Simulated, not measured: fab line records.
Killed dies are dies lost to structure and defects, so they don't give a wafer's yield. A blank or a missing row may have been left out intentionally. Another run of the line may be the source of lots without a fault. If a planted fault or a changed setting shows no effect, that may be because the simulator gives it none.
The tool behind it: which one?	flow n5 finfet	19 lots with 57 wafers sampled at 6 steps, on a route of 1938 steps

WHAT EACH GAUGE READ, for each wafer
The record lacks any reading of a measuring or inspecting step that a usual standard deviation could be used to judge.

EACH LOT AND THE TOOL THAT RAN IT (in order: tool; ch and the chambers of the sampled wafers; start)
lot	N5_BEOL_M14_VIA_ETCH_16	N5_BEOL_M14_STRIP_64	N5_BEOL_M14_SPUTTER_43	N5_BEOL_M14_CMP_49	N5_BEOL_M15_DESCUM_15	N5_BEOL_M15_STRIP_36
L077	rie diel-04 ch 0,1,3, day 11 11:09	rie diel-04 ch 0,1,3, day 11 14:56 or earlier	pvd sputter-01, day 11 14:56	cmp-04 ch 0,2, day 11 15:47	rie diel-03 ch 0,1, day 11 16:52	rie diel-01 ch 0,3, day 11 19:44
L075	rie diel-02 ch 0,1,3, day 11 11:39	rie diel-02 ch 0,1,3, day 11 15:28 or earlier	pvd sputter-02, day 11 15:28	cmp-01 ch 0,1,3, day 11 16:19	rie diel-05 ch 0,2,3, day 11 17:22	rie diel-03 ch 1,2,3, day 11 23:24
L076	rie diel-06 ch 1,2,3, day 11 11:40	rie diel-06 ch 1,2,3, day 11 18:01 or earlier	pvd sputter-02, day 11 18:01	cmp-01 ch 0,1,2, day 11 18:48	rie diel-01 ch 1,3, day 11 20:14	rie diel-01 ch 0,3, day 11 23:22
L078	rie diel-02 ch 0,1, day 12 09:56	rie diel-02 ch 0,1, day 12 14:10 or earlier	pvd sputter-02, day 12 14:10	cmp-01 ch 0,1,3, day 12 15:00	rie diel-01 ch 1,3, day 12 16:04	rie diel-01 ch 0,1, day 12 19:02
L080	rie diel-02 ch 0,1,3, day 12 13:14	rie diel-02 ch 0,1,3, day 12 17:48 or earlier	pvd sputter-02, day 12 17:48	cmp-04 ch 1,2,3, day 12 18:38	rie diel-03 ch 0,2, day 12 19:59	rie diel-01 ch 1,3, day 12 21:49
L081	rie diel-04 ch 0,3, day 12 21:03	rie diel-04 ch 0,3, day 13 00:43 or earlier	pvd sputter-03, day 13 00:43	cmp-01 ch 1,2,3, day 13 01:33	rie diel-05 ch 0,2, day 13 02:37	rie diel-01 ch 2,3, day 13 04:42
L083	rie diel-06 ch 1,2,3, day 12 23:24	rie diel-06 ch 1,2,3, day 13 02:45 or earlier	pvd sputter-03, day 13 02:45	cmp-03 ch 0,1,2, day 13 03:33	rie diel-05 ch 0,1,2, day 13 04:38	rie diel-05 ch 0,2,3, day 13 09:52
L084	rie diel-04 ch 1,2, day 13 07:07	rie diel-04 ch 1,2, day 13 10:15 or earlier	pvd sputter-01, day 13 10:15	cmp-04 ch 2,3, day 13 11:22	rie diel-01 ch 2,3, day 13 12:28	rie diel-01 ch 1,2,3, day 13 14:35
L085	rie diel-04 ch 0,2, day 13 11:24	rie diel-04 ch 0,2, day 13 14:58 or earlier	pvd sputter-02, day 13 14:58	cmp-03 ch 0,1,3, day 13 15:58	rie diel-03 ch 0,1,3, day 13 17:21	rie diel-05 ch 0,3, day 13 19:43
L086	rie diel-04 ch 1,2,3, day 13 22:15	rie diel-04 ch 1,2,3, day 14 00:46 or earlier	pvd sputter-03, day 14 00:46	cmp-03 ch 0,1,3, day 14 01:32	rie diel-01 ch 0,2,3, day 14 02:40	rie diel-05 ch 0,2,3, day 14 06:14
L087	rie diel-02 ch 1,2, day 14 07:50	rie diel-02 ch 1,2, day 14 12:52 or earlier	pvd sputter-02, day 14 12:52	cmp-04 ch 0,1, day 14 13:40	rie diel-03 ch 0,1,2, day 14 14:53	rie diel-05 ch 1,2, day 14 17:01
L090	rie diel-04 ch 0,1, day 14 14:50	rie diel-04 ch 0,1, day 14 17:25 or earlier	pvd sputter-02, day 14 17:25	cmp-03 ch 1,3, day 14 18:13	rie diel-01 ch 1,2, day 14 19:18	rie diel-05 ch 2,3, day 14 23:56
L088	rie diel-02 ch 0,1, day 14 20:55	rie diel-02 ch 0,1, day 15 03:19 or earlier	pvd sputter-03, day 15 03:19	cmp-04 ch 0,3, day 15 04:04	rie diel-05 ch 0,2,3, day 15 05:20	rie diel-03 ch 0,1, day 15 08:58
L091	rie diel-04 ch 0,1, day 14 23:07	rie diel-04 ch 0,1, day 15 03:20 or earlier	pvd sputter-01, day 15 03:20	cmp-03 ch 0,1,3, day 15 04:23	rie diel-03 ch 0,1, day 15 05:40	rie diel-05 ch 0,2,3, day 15 08:58
L089	rie diel-06 ch 0,1,2, day 15 00:54	rie diel-06 ch 0,1,2, day 15 03:50 or earlier	pvd sputter-03, day 15 03:50	cmp-03 ch 1,2,3, day 15 04:35	rie diel-05 ch 0,2, day 15 05:45	rie diel-05 ch 0,1,3, day 15 10:29
L092	rie diel-02 ch 0,3, day 15 13:46	rie diel-02 ch 0,3, day 15 18:07 or earlier	pvd sputter-01, day 15 18:07	cmp-01 ch 0,1, day 15 18:53	rie diel-03 ch 0,2,3, day 15 20:01	rie diel-01 ch 1,2, day 15 23:12
L095	rie diel-04 ch 0,2,3, day 16 01:40	rie diel-04 ch 0,2,3, day 16 03:35 or earlier	pvd sputter-03, day 16 03:35	cmp-01 ch 0,1,2, day 16 04:33	rie diel-01 ch 0,2,3, day 16 05:48	rie diel-03 ch 0,1,2, day 16 07:52
L093	rie diel-04 ch 0,2,3, day 16 02:55	rie diel-04 ch 0,2,3, day 16 08:06 or earlier	pvd sputter-01, day 16 08:06	cmp-01 ch 1,2,3, day 16 08:52	rie diel-03 ch 0,3, day 16 09:59	rie diel-05 ch 0,3, day 16 14:03
L097	rie diel-02 ch 0,1,2, day 16 18:01	rie diel-02 ch 0,1,2, day 16 22:31 or earlier	pvd sputter-03, day 16 22:31	cmp-03 ch 1,2,3, day 16 23:17	rie diel-03 ch 1,2, day 17 00:32	rie diel-05 ch 0,2, day 17 02:55
- N5_BEOL_M14_VIA_ETCH_16: etches SiO2 in C4F8/O2/Ar, target depth 1231.3 nm.
- N5_BEOL_M14_STRIP_64: strips in O2.
- N5_BEOL_M14_SPUTTER_43: material TaN, target thk 15 nm, time 24.19 s.
- N5_BEOL_M14_CMP_49: polishes, stops on SiO2, t overpolish 5.2 s, target thk 560 nm.
- N5_BEOL_M15_DESCUM_15: chemistry O2, time 7.9 s.
- N5_BEOL_M15_STRIP_36: strips in O2.

AS READ BY THE TOOLS THEMSELVES (means over the sampled wafers that have a number; for cases with no such wafer, the mark the record gives instead)
N5_BEOL_M14_VIA_ETCH_16. Usual: drypump motor current A 5.9 A, standard deviation 0.53; he inner torr 14.997 Torr, standard deviation 0.027; he outer torr 29.99 Torr, standard deviation 0.064; oes_ar_750_au 0.80 a.u., standard deviation 0.072; oes_f_703_au 0.80 a.u., standard deviation 0.074; oes product au 0.72 a.u., standard deviation 0.068; rf vpp V 2229 V, standard deviation 17; showerhead plenum p Torr 3.41 Torr, standard deviation 0.097; throttle valve pct 30.88 %, standard deviation 0.24.
lot	tool	drypump motor current A (A)	he inner torr (Torr)	he outer torr (Torr)	oes_ar_750_au (a.u.)	oes_f_703_au (a.u.)	oes product au (a.u.)	rf vpp V (V)	showerhead plenum p Torr (Torr)	throttle valve pct (%)	flag
L077	rie diel-04	6.1	14.991	29.99	0.87	0.87	0.79	2228	3.45	30.81	
L075	rie diel-02	5.3	15.005	30.00	0.73	0.73	0.66	2215	3.42	30.93	
L076	rie diel-06	5.5	15.000	30.00	0.73	0.73	0.66	2245	3.43	30.99	
L078	rie diel-02	5.4	14.987	29.97	0.73	0.73	0.66	2225	3.46	30.85	
L080	rie diel-02	5.3	14.984	30.00	0.83	0.83	0.75	2214	3.41	30.87	
L081	rie diel-04	6.2	14.980	29.95	0.82	0.82	0.75	2240	3.53	30.80	
L083	rie diel-06	5.5	14.998	29.97	0.73	0.72	0.66	2245	3.43	30.99	
L084	rie diel-04	5.8	15.030	29.96	0.80	0.81	0.73	2233	3.33	30.95	
L085	rie diel-04	6.3	15.023	30.04	0.85	0.85	0.78	2222	3.36	30.92	
L086	rie diel-04	5.9	14.987	29.99	0.81	0.80	0.73	2238	3.42	30.88	
L087	rie diel-02	5.8	15.009	30.00	0.89	0.89	0.80	2234	3.49	30.90	
L090	rie diel-04	6.2	15.017	30.01	0.86	0.87	0.77	2215	3.36	30.85	
L088	rie diel-02	5.4	14.988	30.04	0.84	0.85	0.76	2217	3.39	30.57	
L091	rie diel-04	6.3	14.977	29.99	0.86	0.87	0.77	2213	3.36	30.85	
L089	rie diel-06	6.2	15.010	29.98	0.71	0.70	0.63	2235	3.37	30.78	
L092	rie diel-02	5.2	14.982	30.01	0.85	0.85	0.78	2202	3.36	30.94	
L095	rie diel-04	6.1	14.998	30.04	0.79	0.79	0.72	2235	3.42	30.91	
L093	rie diel-04	6.1	14.977	29.94	0.79	0.79	0.72	2235	3.42	30.90	
L097	rie diel-02	5.8	15.000	30.01	0.82	0.82	0.73	2224	3.42	30.81	

N5_BEOL_M14_STRIP_64. Usual: drypump motor current A 5.9 A, standard deviation 0.53; oes product au 0.80 a.u., standard deviation 0.075; rf vpp V 3.7 V, standard deviation 0.48; showerhead plenum p Torr 2.08 Torr, standard deviation 0.064; throttle valve pct 16.68 %, standard deviation 0.21.
lot	tool	drypump motor current A (A)	oes product au (a.u.)	rf vpp V (V)	showerhead plenum p Torr (Torr)	throttle valve pct (%)	flag
L077	rie diel-04	6.2	0.88	3.6	2.11	16.55	
L075	rie diel-02	5.3	0.73	3.7	2.09	16.81	
L076	rie diel-06	5.5	0.74	3.6	2.10	16.82	
L078	rie diel-02	5.4	0.73	3.7	2.11	16.75	
L080	rie diel-02	5.3	0.84	3.9	2.08	16.66	
L081	rie diel-04	6.2	0.84	4.0	2.16	16.59	
L083	rie diel-06	5.5	0.72	3.8	2.09	16.85	
L084	rie diel-04	5.9	0.81	3.6	2.03	16.72	
L085	rie diel-04	6.3	0.85	4.2	2.05	16.62	
L086	rie diel-04	5.9	0.82	3.7	2.09	16.67	
L087	rie diel-02	5.8	0.89	3.9	2.13	16.64	
L090	rie diel-04	6.1	0.86	4.1	2.05	16.60	
L088	rie diel-02	5.3	0.85	3.3	2.08	16.40	
L091	rie diel-04	6.3	0.86	3.8	2.05	16.57	
L089	rie diel-06	6.2	0.71	3.6	2.05	16.75	
L092	rie diel-02	5.2	0.87	3.5	2.04	16.64	
L095	rie diel-04	6.1	0.81	3.8	2.09	16.68	
L093	rie diel-04	6.1	0.80	3.7	2.09	16.69	
L097	rie diel-02	5.8	0.82	3.8	2.08	16.60	

N5_BEOL_M14_SPUTTER_43. Usual: cathode dc power W 15000 W, standard deviation 2.7; throttle valve pct 29.8 %, standard deviation 1.4.
lot	tool	cathode dc power W (W)	throttle valve pct (%)	flag
L077	pvd sputter-01	15001	30.2	
L075	pvd sputter-02	15002	29.9	
L076	pvd sputter-02	15000	29.7	
L078	pvd sputter-02	14996	28.5	
L080	pvd sputter-02	14999	29.4	
L081	pvd sputter-03	15000	31.6	
L083	pvd sputter-03	15000	31.2	
L084	pvd sputter-01	14999	29.3	
L085	pvd sputter-02	14998	29.6	
L086	pvd sputter-03	15000	30.0	
L087	pvd sputter-02	14999	29.1	
L090	pvd sputter-02	15000	28.5	
L088	pvd sputter-03	15000	30.3	
L091	pvd sputter-01	14998	30.1	
L089	pvd sputter-03	15003	31.3	
L092	pvd sputter-01	15001	29.3	
L095	pvd sputter-03	15002	30.1	
L093	pvd sputter-01	15000	30.0	
L097	pvd sputter-03	15000	30.9	

N5_BEOL_M14_CMP_49. Usual: barrier field endpoint s 11.40 s, standard deviation 0.22; head pressure psi 2.000 psi, standard deviation 0.0045; motor current A 8.2 A, standard deviation 0.88; overpolish run s 5.201 s, standard deviation 0.0084; slurry filter dp kPa 13.51 kPa, standard deviation 0.13; time to endpoint s 122 s, standard deviation 3.2.
lot	tool	barrier field endpoint s (s)	head pressure psi (psi)	motor current A (A)	overpolish run s (s)	slurry filter dp kPa (kPa)	time to endpoint s (s)	flag
L077	cmp-04	11.48	1.998	8.4	5.199	13.47	125	
L075	cmp-01	11.73	2.002	7.9	5.199	13.58	125	
L076	cmp-01	11.66	2.003	7.8	5.199	13.61	121	
L078	cmp-01	11.47	1.996	8.3	5.205	13.47	124	
L080	cmp-04	11.31	1.999	9.1	5.198	13.37	121	
L081	cmp-01	11.44	1.996	7.5	5.195	13.65	121	
L083	cmp-03	11.30	2.002	7.7	5.204	13.50	121	
L084	cmp-04	11.75	2.002	8.7	5.203	13.53	125	
L085	cmp-03	11.64	2.002	8.2	5.194	13.54	124	
L086	cmp-03	11.33	1.999	7.9	5.203	13.61	123	
L087	cmp-04	11.15	2.001	9.8	5.201	13.49	122	
L090	cmp-03	11.83	1.996	9.0	5.192	13.61	126	
L088	cmp-04	11.35	2.003	8.4	5.193	13.48	121	
L091	cmp-03	11.54	1.999	8.2	5.196	13.35	127	
L089	cmp-03	11.10	2.000	8.4	5.196	13.37	118	
L092	cmp-01	11.57	1.999	8.0	5.211	13.52	123	
L095	cmp-01	11.30	2.002	7.7	5.199	13.46	121	
L093	cmp-01	11.22	1.998	7.6	5.197	13.47	119	
L097	cmp-03	11.43	2.001	8.2	5.199	13.46	125	

N5_BEOL_M15_DESCUM_15. Usual: drypump motor current A 5.6 A, standard deviation 0.58; oes product au 0.80 a.u., standard deviation 0.096; rf vpp V 243.1 V, standard deviation 1.6; showerhead plenum p Torr 2.09 Torr, standard deviation 0.09; throttle valve pct 20.36 %, standard deviation 0.19.
lot	tool	drypump motor current A (A)	oes product au (a.u.)	rf vpp V (V)	showerhead plenum p Torr (Torr)	throttle valve pct (%)	flag
L077	rie diel-03	5.4	0.70	244.9	2.16	20.42	
L075	rie diel-05	5.9	0.76	242.4	2.01	20.43	
L076	rie diel-01	5.5	0.89	244.9	2.18	20.18	
L078	rie diel-01	5.2	0.89	244.7	2.16	20.11	
L080	rie diel-03	5.2	0.82	244.4	2.16	20.29	
L081	rie diel-05	5.7	0.74	241.8	2.01	20.52	
L083	rie diel-05	5.6	0.81	241.6	2.02	20.43	
L084	rie diel-01	5.8	0.78	244.2	2.14	20.51	
L085	rie diel-03	5.3	0.80	242.1	2.07	20.25	
L086	rie diel-01	5.8	0.84	242.9	2.14	20.39	
L087	rie diel-03	5.3	0.79	244.1	2.16	20.30	
L090	rie diel-01	6.0	0.79	245.3	2.19	20.45	
L088	rie diel-05	5.9	0.74	241.6	2.00	20.46	
L091	rie diel-03	5.4	0.78	244.1	2.16	20.29	
L089	rie diel-05	5.7	0.72	241.3	2.00	20.54	
L092	rie diel-03	5.2	0.78	242.6	2.08	20.28	
L095	rie diel-01	5.7	0.81	243.5	2.13	20.41	
L093	rie diel-03	5.3	0.78	241.8	1.99	20.24	
L097	rie diel-03	5.2	0.69	244.0	2.16	20.42	

N5_BEOL_M15_STRIP_36. Usual: drypump motor current A 5.7 A, standard deviation 0.65; oes product au 0.80 a.u., standard deviation 0.091; rf vpp V 3.8 V, standard deviation 1; showerhead plenum p Torr 2.08 Torr, standard deviation 0.088; throttle valve pct 16.62 %, standard deviation 0.21.
lot	tool	drypump motor current A (A)	oes product au (a.u.)	rf vpp V (V)	showerhead plenum p Torr (Torr)	throttle valve pct (%)	flag
L077	rie diel-01	5.6	0.95	3.4	2.15	16.43	
L075	rie diel-03	5.3	0.74	4.1	2.09	16.62	
L076	rie diel-01	5.6	0.95	3.8	2.15	16.46	
L078	rie diel-01	5.9	0.89	3.5	2.19	16.52	
L080	rie diel-01	5.1	0.89	2.5	2.16	16.34	
L081	rie diel-01	5.4	0.83	3.1	2.14	16.52	
L083	rie diel-05	5.9	0.75	2.9	2.01	16.72	
L084	rie diel-01	5.7	0.81	4.4	2.16	16.58	
L085	rie diel-05	5.4	0.79	4.0	2.02	16.59	
L086	rie diel-05	5.9	0.74	3.9	2.00	16.73	
L087	rie diel-05	6.1	0.82	3.6	2.03	16.71	
L090	rie diel-05	6.4	0.72	3.2	2.00	16.88	
L088	rie diel-03	5.4	0.78	4.1	2.16	16.53	
L091	rie diel-05	5.9	0.73	4.0	2.00	16.76	
L089	rie diel-05	5.9	0.81	4.1	2.02	16.62	
L092	rie diel-01	6.0	0.78	3.4	2.19	16.73	
L095	rie diel-03	5.3	0.77	3.7	2.16	16.58	
L093	rie diel-05	6.1	0.75	2.6	2.00	16.66	
L097	rie diel-05	5.7	0.71	4.3	2.00	16.83	

THE ANSWER, worked out from the rows above alone
Rule: a lot is off if the mean of its wafers that have a number lies more than 3 standard deviations from the usual mean. Also off: a lot with no number at a reading for which 4 or more lots have one. Any other lot the step has rows for is counted as sound. After the gauges, taken in route order, come the tools' own readings; for these a lot's mean is taken, as printed above. At the first step where some lot is off, the reading lying furthest off is the one used; lots without a number count as furthest.
Across all readings shown, no lot is off: no conclusion can be drawn from this.

WHAT THE SIMULATOR PUT IN
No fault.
